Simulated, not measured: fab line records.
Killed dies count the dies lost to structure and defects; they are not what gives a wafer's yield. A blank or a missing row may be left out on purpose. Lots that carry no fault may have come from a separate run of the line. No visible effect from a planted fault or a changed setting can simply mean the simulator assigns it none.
Lot-split experiment :: flow n5_finfet :: 7 lots, 39 wafers read, on a route of 1938 steps

ABOUT THE SPLIT
At N5_PASSIVATION_PASS_ETCH_47 (etches SiNx in CF4/O2, target depth 770 nm, time 385 s), the setting time_s was moved away from the recipe's 385 s on 15 of the 39 wafers read, by -47.7% to +59.0%. The other wafers ran this setting at the recipe's value.

The split's own step is where the reading is taken.

THE READING
etch.depth_nm (the simulator's own value, which no gauge read), in nm, at N5_PASSIVATION_PASS_ETCH_47 (etches SiNx in CF4/O2, target depth 770 nm, time 385 s). The file does not state a usual value for it. Across the 24 wafers here that went through the recipe, the average is 762.0 nm and the standard deviation 23 nm.

wafer: L077.1
tool, chamber at the split: rie_diel-04, 0
time_s as run, s: 385
against the recipe: recipe
etch.depth_nm, nm: 747.2
against lot-mates on the recipe: -

wafer: L077.2
tool, chamber at the split: rie_diel-04, 1
time_s as run, s: 385
against the recipe: recipe
etch.depth_nm, nm: 767.8
against lot-mates on the recipe: -

wafer: L077.3
tool, chamber at the split: rie_diel-04, 2
time_s as run, s: 385
against the recipe: recipe
etch.depth_nm, nm: 768.6
against lot-mates on the recipe: -

wafer: L077.4
tool, chamber at the split: rie_diel-04, 3
time_s as run, s: 385
against the recipe: recipe
etch.depth_nm, nm: 785.3
against lot-mates on the recipe: -

wafer: L077.5
tool, chamber at the split: rie_diel-04, 0
time_s as run, s: 385
against the recipe: recipe
etch.depth_nm, nm: 738.5
against lot-mates on the recipe: -

wafer: L077.6
tool, chamber at the split: rie_diel-04, 1
time_s as run, s: 385
against the recipe: recipe
etch.depth_nm, nm: 777.8
against lot-mates on the recipe: -

wafer: L080.1
tool, chamber at the split: rie_diel-04, 0
time_s as run, s: 454.3
against the recipe: +18.0%
etch.depth_nm, nm: 885.9
against lot-mates on the recipe: +105.3

wafer: L080.2
tool, chamber at the split: rie_diel-04, 2
time_s as run, s: 385
against the recipe: recipe
etch.depth_nm, nm: 777
against lot-mates on the recipe: -

wafer: L080.3
tool, chamber at the split: rie_diel-04, 3
time_s as run, s: 454.3
against the recipe: +18.0%
etch.depth_nm, nm: 936.4
against lot-mates on the recipe: +155.8

wafer: L080.4
tool, chamber at the split: rie_diel-04, 1
time_s as run, s: 385
against the recipe: recipe
etch.depth_nm, nm: 779.4
against lot-mates on the recipe: -

wafer: L080.5
tool, chamber at the split: rie_diel-04, 3
time_s as run, s: 385
against the recipe: recipe
etch.depth_nm, nm: 785.4
against lot-mates on the recipe: -

wafer: L080.6
tool, chamber at the split: rie_diel-04, 0
time_s as run, s: 454.3
against the recipe: +18.0%
etch.depth_nm, nm: 877.3
against lot-mates on the recipe: +96.7

wafer: L086.1
tool, chamber at the split: rie_diel-05, 2
time_s as run, s: 385
against the recipe: recipe
etch.depth_nm, nm: 708.5
against lot-mates on the recipe: -

wafer: L086.2
tool, chamber at the split: rie_diel-05, 1
time_s as run, s: 385
against the recipe: recipe
etch.depth_nm, nm: 754.2
against lot-mates on the recipe: -

wafer: L086.3
tool, chamber at the split: rie_diel-05, 0
time_s as run, s: 493.8
against the recipe: +28.3%
etch.depth_nm, nm: 1013
against lot-mates on the recipe: +275.6

wafer: L086.4
tool, chamber at the split: rie_diel-05, 3
time_s as run, s: 493.8
against the recipe: +28.3%
etch.depth_nm, nm: 972.4
against lot-mates on the recipe: +235.0

wafer: L086.5
tool, chamber at the split: rie_diel-05, 3
time_s as run, s: 385
against the recipe: recipe
etch.depth_nm, nm: 749.5
against lot-mates on the recipe: -

wafer: L086.6
tool, chamber at the split: rie_diel-05, 0
time_s as run, s: 493.8
against the recipe: +28.3%
etch.depth_nm, nm: 1015
against lot-mates on the recipe: +277.6

wafer: L089.1
tool, chamber at the split: rie_diel-05, 0
time_s as run, s: 385
against the recipe: recipe
etch.depth_nm, nm: 798.2
against lot-mates on the recipe: -

wafer: L089.2
tool, chamber at the split: rie_diel-05, 3
time_s as run, s: 385
against the recipe: recipe
etch.depth_nm, nm: 754.5
against lot-mates on the recipe: -

wafer: L089.3
tool, chamber at the split: rie_diel-05, 1
time_s as run, s: 612
against the recipe: +59.0%
etch.depth_nm, nm: 1213
against lot-mates on the recipe: +459.3

wafer: L089.4
tool, chamber at the split: rie_diel-05, 2
time_s as run, s: 385
against the recipe: recipe
etch.depth_nm, nm: 708.5
against lot-mates on the recipe: -

wafer: L089.5
tool, chamber at the split: rie_diel-05, 3
time_s as run, s: 612
against the recipe: +59.0%
etch.depth_nm, nm: 1197
against lot-mates on the recipe: +443.3

wafer: L089.6
tool, chamber at the split: rie_diel-05, 2
time_s as run, s: 612
against the recipe: +59.0%
etch.depth_nm, nm: 1122
against lot-mates on the recipe: +368.3

wafer: L088.1
tool, chamber at the split: rie_diel-05, 2
time_s as run, s: 449.7
against the recipe: +16.8%
etch.depth_nm, nm: 815.9
against lot-mates on the recipe: +64.5

wafer: L088.2
tool, chamber at the split: rie_diel-05, 1
time_s as run, s: 385
against the recipe: recipe
etch.depth_nm, nm: 757.4
against lot-mates on the recipe: -

wafer: L088.3
tool, chamber at the split: rie_diel-05, 3
time_s as run, s: 385
against the recipe: recipe
etch.depth_nm, nm: 746.9
against lot-mates on the recipe: -

wafer: L088.4
tool, chamber at the split: rie_diel-05, 0
time_s as run, s: 449.7
against the recipe: +16.8%
etch.depth_nm, nm: 920.7
against lot-mates on the recipe: +169.3

wafer: L088.5
tool, chamber at the split: rie_diel-05, 3
time_s as run, s: 385
against the recipe: recipe
etch.depth_nm, nm: 749.8
against lot-mates on the recipe: -

wafer: L088.6
tool, chamber at the split: rie_diel-05, 0
time_s as run, s: 449.7
against the recipe: +16.8%
etch.depth_nm, nm: 920.9
against lot-mates on the recipe: +169.5

wafer: L093.1
tool, chamber at the split: rie_diel-04, 1
time_s as run, s: 385
against the recipe: recipe
etch.depth_nm, nm: 782.4
against lot-mates on the recipe: -

wafer: L093.2
tool, chamber at the split: rie_diel-04, 3
time_s as run, s: 201.4
against the recipe: -47.7%
etch.depth_nm, nm: 412.5
against lot-mates on the recipe: -359.0

wafer: L093.3
tool, chamber at the split: rie_diel-04, 2
time_s as run, s: 385
against the recipe: recipe
etch.depth_nm, nm: 784.6
against lot-mates on the recipe: -

wafer: L093.4
tool, chamber at the split: rie_diel-04, 0
time_s as run, s: 385
against the recipe: recipe
etch.depth_nm, nm: 747.6
against lot-mates on the recipe: -

wafer: L093.5
tool, chamber at the split: rie_diel-04, 2
time_s as run, s: 201.4
against the recipe: -47.7%
etch.depth_nm, nm: 405.2
against lot-mates on the recipe: -366.3

wafer: L093.6
tool, chamber at the split: rie_diel-04, 1
time_s as run, s: 201.4
against the recipe: -47.7%
etch.depth_nm, nm: 406.4
against lot-mates on the recipe: -365.1

wafer: L095.1
tool, chamber at the split: rie_diel-01, 0
time_s as run, s: 385
against the recipe: recipe
etch.depth_nm, nm: 767.3
against lot-mates on the recipe: -

wafer: L095.4
tool, chamber at the split: rie_diel-01, 2
time_s as run, s: 385
against the recipe: recipe
etch.depth_nm, nm: 756.9
against lot-mates on the recipe: -

wafer: L095.5
tool, chamber at the split: rie_diel-01, 1
time_s as run, s: 385
against the recipe: recipe
etch.depth_nm, nm: 793.7
against lot-mates on the recipe: -

THE FIT
A straight line over all 39 wafers: etch.depth_nm changes by +7.35 nm for each +1% of time_s; r = +0.99; the points scatter about the line by 29 nm.
The same after taking each lot's own level away (the mean of its wafers on the recipe; 39 wafers): +7.55 nm for each +1%; r = +0.99; scatter 30 nm.
On that fit, the largest move of time_s shifts the reading by 4.5e+02 nm.
Across the lots, their own levels run from 737.40 to 780.60 nm, a range of 1.9 times the standard deviation given above.
The two slopes are in agreement: the lot-to-lot level therefore moves the slope only a little.
Check: +444 nm against its lot-mates is what the line predicts for one of the wafers moved furthest among these (+59.0%) when that wafer is left out of the fit. It came out at +459 nm against them.

OTHER SPLITS ON THESE WAFERS
Other splits were also applied to these wafers ahead of the reading. Each is held against what the fit with the lots' levels taken away leaves over:
other split on the same wafers: N5_BEOL_M10_TRENCH_ETCH_37 target_depth_a
wafers away from the commonest value: 15
r with etch.depth_nm (lot level and that fit taken away): +0.34

other split on the same wafers: N5_BEOL_M15_ILD_DEP_00 target_thk_a
wafers away from the commonest value: 9
r with etch.depth_nm (lot level and that fit taken away): -0.32

FILE'S OWN FIT
etch.depth_nm changes by +7.57 nm for each +1% of time_s, r = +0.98.
